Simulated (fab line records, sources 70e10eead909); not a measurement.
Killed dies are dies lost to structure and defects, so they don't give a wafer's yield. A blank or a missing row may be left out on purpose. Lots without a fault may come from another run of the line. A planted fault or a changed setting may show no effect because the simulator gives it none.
Chamber matching | flow nand_harc | NHARC_A_CHANNEL_FILL_D2_ALD_25 on ald_hk-04: 4 sister chambers
The step deposits SiOx, target thk 60 nm, pulse time 10 s, ald cycles 600. 4 wafers are shown with their chamber, then 9 later ones without.

WAFERS WITH THEIR CHAMBER
wafer  | chamber | heater_power_w (W)
L084.1 | 1       | 439
L084.5 | 0       | 548
L088.5 | 3       | 418
L088.6 | 2       | 422

WAFERS WITHOUT THEIR CHAMBER
wafer  | heater_power_w (W)
L092.1 | 441
L092.2 | 441
L092.3 | 548
L095.2 | 541
L095.4 | 435
L095.6 | 544
L097.1 | 441
L097.2 | 536
L097.6 | 426

WHICH CHAMBER EACH WENT THROUGH
wafer  | from the rows above          | in truth
L092.1 | 1                            | 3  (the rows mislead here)
L092.2 | 1                            | 1
L092.3 | 0                            | 0
L095.2 | 0                            | 0
L095.4 | can't be placed: 1 or 2      | 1
L095.6 | 0                            | 0
L097.1 | 1                            | 1
L097.2 | 0                            | 0
L097.6 | can't be placed: 2 or 3 or 1 | 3
Placed correctly: 6 of 9. Can't be placed from these rows: 2 (the true chamber is among the candidates in 2). Placed wrongly: 1.
How it was worked out, from the rows above alone: a wafer's distance from a chamber is the root of the sum, over the readings, of the square of ((its reading less the chamber's mean) divided by the reading's scatter). The wafer belongs to the nearest chamber; if the next one is less than 2 further off, it can't be placed. A chamber's mean is the mean of its shown wafers. The scatter: with one shown wafer a chamber, the root of the mean of the squares of how far each hidden wafer lies from its nearest shown one.
